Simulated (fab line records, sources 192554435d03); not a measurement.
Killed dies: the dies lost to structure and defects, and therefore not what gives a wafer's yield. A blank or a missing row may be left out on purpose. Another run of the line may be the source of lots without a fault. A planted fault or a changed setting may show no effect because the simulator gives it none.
Which tool did it? | flow n5-finfet | 24 lots, 72 wafers sampled, at 5 steps of a route of 1938

## WHAT THE GAUGES SHOWED, per wafer
N5_BEOL_M8_CD_MEAS_35: the cd target is 40 nm.
lot  | measured     | on        | cd-nm (nm)
L074 | day 9 11:04  | cd-sem-01 | 38.6 39.2 39.7
L075 | day 9 12:18  | cd-sem-01 | 38.9 40.7 39.9
L076 | day 9 21:44  | cd-sem-01 | 40.4 40.1 39.3
L077 | day 10 00:55 | cd-sem-02 | 39.4 39.2 38.9
L079 | day 10 09:03 | cd-sem-01 | 39.7 39.6 40.5
L078 | day 10 12:50 | cd-sem-01 | 38.9 39.9 39.3
L080 | day 10 17:24 | cd-sem-01 | 40.3 40.5 39.4
L082 | day 10 17:52 | cd-sem-01 | 39.7 40.0 40.0
L081 | day 10 20:47 | cd-sem-02 | 40.8 41.6 41.8
L083 | day 10 23:21 | cd-sem-02 | 40.4 39.7 40.6
L084 | day 11 18:26 | cd-sem-01 | 40.3 40.3 39.7
L085 | day 12 11:05 | cd-sem-02 | 40.6 40.4 39.6
L086 | day 12 11:19 | cd-sem-01 | 39.3 40.1 40.1
L087 | day 12 13:02 | cd-sem-03 | 40.5 40.0 40.3
L088 | day 12 13:22 | cd-sem-02 | 41.7 40.7 40.3
L089 | day 12 19:40 | cd-sem-01 | 40.4 39.9 39.3
L091 | day 13 08:59 | cd-sem-03 | 39.8 40.9 40.2
L090 | day 13 09:46 | cd-sem-03 | 40.5 39.9 39.7
L092 | day 13 11:49 | cd-sem-03 | 39.1 40.7 40.5
L093 | day 14 02:19 | cd-sem-02 | 41.2 40.7 40.9
L094 | day 14 11:28 | cd-sem-02 | 40.5 40.4 40.6
L096 | day 14 17:31 | cd-sem-03 | 39.8 40.4 39.6
L095 | day 14 17:52 | cd-sem-03 | 40.8 39.8 39.7
L097 | day 14 20:03 | cd-sem-01 | 40.3 40.9 40.0

N5_BEOL_M8_RS_MEAS_57: measures by four-point-probe.
lot  | measured     | on            | M8_RS (ohm/sq)
L074 | day 9 13:42  | film-metro-02 | 0.280 0.287 0.282
L075 | day 9 16:10  | film-metro-02 | 0.282 0.297 0.316
L076 | day 10 02:07 | film-metro-01 | 0.299 0.303 0.320
L077 | day 10 03:35 | film-metro-01 | 0.291 0.287 0.287
L079 | day 10 12:56 | film-metro-02 | 0.280 0.281 0.289
L078 | day 10 15:50 | film-metro-02 | 0.291 0.285 0.282
L080 | day 10 21:31 | film-metro-02 | 0.295 0.291 0.292
L082 | day 10 22:54 | film-metro-01 | 0.297 0.286 0.278
L081 | day 10 23:18 | film-metro-02 | 0.288 0.302 0.288
L083 | day 11 02:23 | film-metro-01 | 0.274 0.285 0.294
L084 | day 11 21:32 | film-metro-01 | 0.275 0.292 0.279
L085 | day 12 13:31 | film-metro-02 | 0.286 0.282 0.290
L086 | day 12 13:58 | film-metro-02 | 0.286 0.290 0.303
L087 | day 12 15:58 | film-metro-01 | 0.285 0.290 0.279
L088 | day 12 16:29 | film-metro-01 | 0.274 0.307 0.282
L089 | day 12 22:00 | film-metro-01 | 0.278 0.285 0.286
L091 | day 13 11:26 | film-metro-01 | 0.266 0.280 0.277
L090 | day 13 12:58 | film-metro-02 | 0.285 0.285 0.293
L092 | day 13 15:11 | film-metro-01 | 0.283 0.294 0.287
L093 | day 14 08:01 | film-metro-01 | 0.286 0.277 0.271
L094 | day 14 13:30 | film-metro-01 | 0.276 0.289 0.279
L096 | day 14 19:56 | film-metro-01 | 0.294 0.287 0.279
L095 | day 14 20:50 | film-metro-02 | 0.288 0.278 0.285
L097 | day 15 01:01 | film-metro-01 | 0.285 0.292 0.290

N5_BEOL_M8_INSPECT_58: inspects for defects (darkfield).
lot  | measured     | on                | raw-defect-count
L074 | day 9 13:43  | defect-inspect-01 | 105 93 61
L075 | day 9 16:11  | defect-inspect-01 | 131 99 56
L076 | day 10 02:08 | defect-inspect-02 | 51 44 63
L077 | day 10 03:37 | defect-inspect-01 | 110 78 75
L079 | day 10 12:57 | defect-inspect-02 | 73 89 79
L078 | day 10 15:51 | defect-inspect-02 | 75 84 93
L080 | day 10 21:33 | defect-inspect-01 | 82 86 116
L082 | day 10 22:56 | defect-inspect-02 | 80 95 77
L081 | day 10 23:19 | defect-inspect-01 | 72 53 84
L083 | day 11 02:25 | defect-inspect-01 | 55 78 79
L084 | day 11 21:34 | defect-inspect-02 | 67 72 97
L085 | day 12 13:33 | defect-inspect-01 | 62 72 51
L086 | day 12 14:00 | defect-inspect-02 | 36 45 41
L087 | day 12 16:00 | defect-inspect-01 | 69 68 77
L088 | day 12 16:31 | defect-inspect-01 | 76 104 145
L089 | day 12 22:02 | defect-inspect-01 | 83 99 113
L091 | day 13 11:28 | defect-inspect-02 | 63 54 64
L090 | day 13 12:59 | defect-inspect-01 | 45 47 50
L092 | day 13 15:13 | defect-inspect-02 | 88 72 102
L093 | day 14 08:02 | defect-inspect-02 | 65 98 109
L094 | day 14 13:32 | defect-inspect-02 | 79 70 109
L096 | day 14 19:58 | defect-inspect-02 | 63 78 75
L095 | day 14 20:52 | defect-inspect-02 | 72 122 99
L097 | day 15 01:03 | defect-inspect-02 | 86 69 131

## WHAT TOOL EACH LOT RAN ON (gives the tool, then ch and the chambers of the sampled wafers, and finally the start)
lot  | N5_BEOL_M8_STRIP_80                           | N5_BEOL_M8_DEGAS_44
L074 | rie-diel-04 ch 1,2, day 9 11:04 or earlier    | pvd-sputter-03, day 9 11:56
L075 | rie-diel-05 ch 0,1,3, day 9 12:18 or earlier  | pvd-sputter-02, day 9 12:50
L076 | rie-diel-05 ch 1,2,3, day 9 21:44 or earlier  | pvd-sputter-02, day 9 22:43
L077 | rie-diel-06 ch 1,2, day 10 00:55 or earlier   | pvd-sputter-02, day 10 01:40
L079 | rie-diel-04 ch 1,2,3, day 10 09:03 or earlier | pvd-sputter-02, day 10 10:02
L078 | rie-diel-04 ch 1,2,3, day 10 12:50 or earlier | pvd-sputter-02, day 10 13:35
L080 | rie-diel-04 ch 1,3, day 10 17:24 or earlier   | pvd-sputter-03, day 10 18:14
L082 | rie-diel-05 ch 0,1, day 10 17:52 or earlier   | pvd-sputter-03, day 10 20:30
L081 | rie-diel-04 ch 0,1,3, day 10 20:47 or earlier | pvd-sputter-03, day 10 21:41
L083 | rie-diel-06 ch 1,2,3, day 10 23:21 or earlier | pvd-sputter-01, day 11 00:53
L084 | rie-diel-05 ch 1,2,3, day 11 18:26 or earlier | pvd-sputter-02, day 11 19:26
L085 | rie-diel-06 ch 0,1, day 12 11:05 or earlier   | pvd-sputter-03, day 12 11:31
L086 | rie-diel-05 ch 0,1,3, day 12 11:19 or earlier | pvd-sputter-03, day 12 11:46
L087 | rie-diel-06 ch 1,2,3, day 12 13:02 or earlier | pvd-sputter-02, day 12 13:39
L088 | rie-diel-04 ch 0,1,2, day 12 13:22 or earlier | pvd-sputter-03, day 12 14:00
L089 | rie-diel-06 ch 0,1, day 12 19:40 or earlier   | pvd-sputter-01, day 12 20:19
L091 | rie-diel-06 ch 1,3, day 13 08:59 or earlier   | pvd-sputter-03, day 13 09:40
L090 | rie-diel-06 ch 0,1,2, day 13 09:46 or earlier | pvd-sputter-02, day 13 10:10
L092 | rie-diel-05 ch 1,2, day 13 11:49 or earlier   | pvd-sputter-02, day 13 12:31
L093 | rie-diel-06 ch 1,3, day 14 02:19 or earlier   | pvd-sputter-03, day 14 03:08
L094 | rie-diel-06 ch 0,2,3, day 14 11:28 or earlier | pvd-sputter-03, day 14 11:52
L096 | rie-diel-05 ch 0,1,2, day 14 17:31 or earlier | pvd-sputter-01, day 14 18:21
L095 | rie-diel-06 ch 1,2,3, day 14 17:52 or earlier | pvd-sputter-02, day 14 18:34
L097 | rie-diel-04 ch 0,1, day 14 20:03 or earlier   | pvd-sputter-02, day 14 21:43
- N5_BEOL_M8_STRIP_80: strips in N2/H2, time 10 s.
- N5_BEOL_M8_DEGAS_44: time 60 s.

## AS READ BY THE TOOLS THEMSELVES (means over the sampled wafers that have a number; for cases with no such wafer, the mark the record gives instead)
N5_BEOL_M8_STRIP_80.
lot  | tool        | chamber-pressure-mTorr (mTorr) | drypump-motor-current-A (A) | oes-product-au (a.u.) | rf-vpp-V (V) | showerhead-plenum-p-Torr (Torr) | throttle-valve-pct (%)
L074 | rie-diel-04 | 19.993                         | 6.0                         | 0.78                  | 59.5         | 2.44                            | 23.66
L075 | rie-diel-05 | 20.005                         | 5.8                         | 0.77                  | 59.1         | 2.50                            | 23.67
L076 | rie-diel-05 | 20.005                         | 5.6                         | 0.80                  | 59.2         | 2.52                            | 23.60
L077 | rie-diel-06 | 20.006                         | 5.4                         | 0.73                  | 59.2         | 2.52                            | 24.01
L079 | rie-diel-04 | 19.990                         | 5.7                         | 0.78                  | 58.9         | 2.48                            | 23.72
L078 | rie-diel-04 | 20.004                         | 5.7                         | 0.77                  | 58.6         | 2.48                            | 23.71
L080 | rie-diel-04 | 19.988                         | 5.6                         | 0.74                  | 58.8         | 2.46                            | 23.67
L082 | rie-diel-05 | 19.990                         | 5.4                         | 0.82                  | 58.4         | 2.53                            | 23.62
L081 | rie-diel-04 | 20.015                         | 5.6                         | 0.71                  | 59.5         | 2.52                            | 23.79
L083 | rie-diel-06 | 20.003                         | 5.3                         | 0.79                  | 58.6         | 2.58                            | 24.03
L084 | rie-diel-05 | 20.004                         | 5.6                         | 0.88                  | 59.8         | 2.62                            | 23.53
L085 | rie-diel-06 | 19.987                         | 5.1                         | 0.72                  | 58.3         | 2.44                            | 23.61
L086 | rie-diel-05 | 19.990                         | 5.8                         | 0.84                  | 59.5         | 2.60                            | 23.59
L087 | rie-diel-06 | 19.987                         | 5.3                         | 0.77                  | 59.6         | 2.57                            | 24.07
L088 | rie-diel-04 | 20.004                         | 6.0                         | 0.73                  | 59.2         | 2.50                            | 23.83
L089 | rie-diel-06 | 20.007                         | 5.1                         | 0.71                  | 58.9         | 2.44                            | 23.61
L091 | rie-diel-06 | 19.982                         | 5.4                         | 0.77                  | 58.5         | 2.57                            | 24.17
L090 | rie-diel-06 | 19.997                         | 5.2                         | 0.71                  | 59.6         | 2.47                            | 23.83
L092 | rie-diel-05 | 19.996                         | 5.2                         | 0.83                  | 60.2         | 2.53                            | 23.59
L093 | rie-diel-06 | 20.009                         | 5.1                         | 0.82                  | 59.0         | 2.63                            | 24.09
L094 | rie-diel-06 | 20.009                         | 5.0                         | 0.76                  | 58.9         | 2.53                            | 23.77
L096 | rie-diel-05 | 19.988                         | 5.5                         | 0.78                  | 58.5         | 2.59                            | 23.70
L095 | rie-diel-06 | 20.000                         | 5.3                         | 0.75                  | 60.0         | 2.56                            | 24.08
L097 | rie-diel-04 | 20.011                         | 5.8                         | 0.79                  | 58.6         | 2.47                            | 23.72

N5_BEOL_M8_DEGAS_44.
lot  | tool           | heater-power-w (W)
L074 | pvd-sputter-03 | 303
L075 | pvd-sputter-02 | 331
L076 | pvd-sputter-02 | 348
L077 | pvd-sputter-02 | 355
L079 | pvd-sputter-02 | 345
L078 | pvd-sputter-02 | 342
L080 | pvd-sputter-03 | 292
L082 | pvd-sputter-03 | 322
L081 | pvd-sputter-03 | 318
L083 | pvd-sputter-01 | 329
L084 | pvd-sputter-02 | 342
L085 | pvd-sputter-03 | 288
L086 | pvd-sputter-03 | 317
L087 | pvd-sputter-02 | 352
L088 | pvd-sputter-03 | 323
L089 | pvd-sputter-01 | 327
L091 | pvd-sputter-03 | 314
L090 | pvd-sputter-02 | 347
L092 | pvd-sputter-02 | 346
L093 | pvd-sputter-03 | 312
L094 | pvd-sputter-03 | 331
L096 | pvd-sputter-01 | 307
L095 | pvd-sputter-02 | 345
L097 | pvd-sputter-02 | 350

## THE ANSWER, worked out from the rows above alone
Rule: what is usual is taken from the lots themselves. Put in order of their means at a reading, lots are off if they are a third of the lots or fewer, leave a main group of 4 or more, and stand apart from it by a gap of 3 or more times the standard deviation of the main group's means; of several such gaps the widest counts. Not used: any main group whose means are identical at the precision the tables above print for the reading. A lot without any number at a reading at which 4 lots or more have one is off too. The other lots that the step has rows for count as sound. First the gauges in route order, then the tools' own readings, where a lot's mean is used as printed above. At the first step where some lot is off, the reading lying furthest off is the one used; lots without a number count as furthest.
Across all readings shown, no lot is off: no conclusion can be drawn from this.

## WHAT THE SIMULATOR PUT IN
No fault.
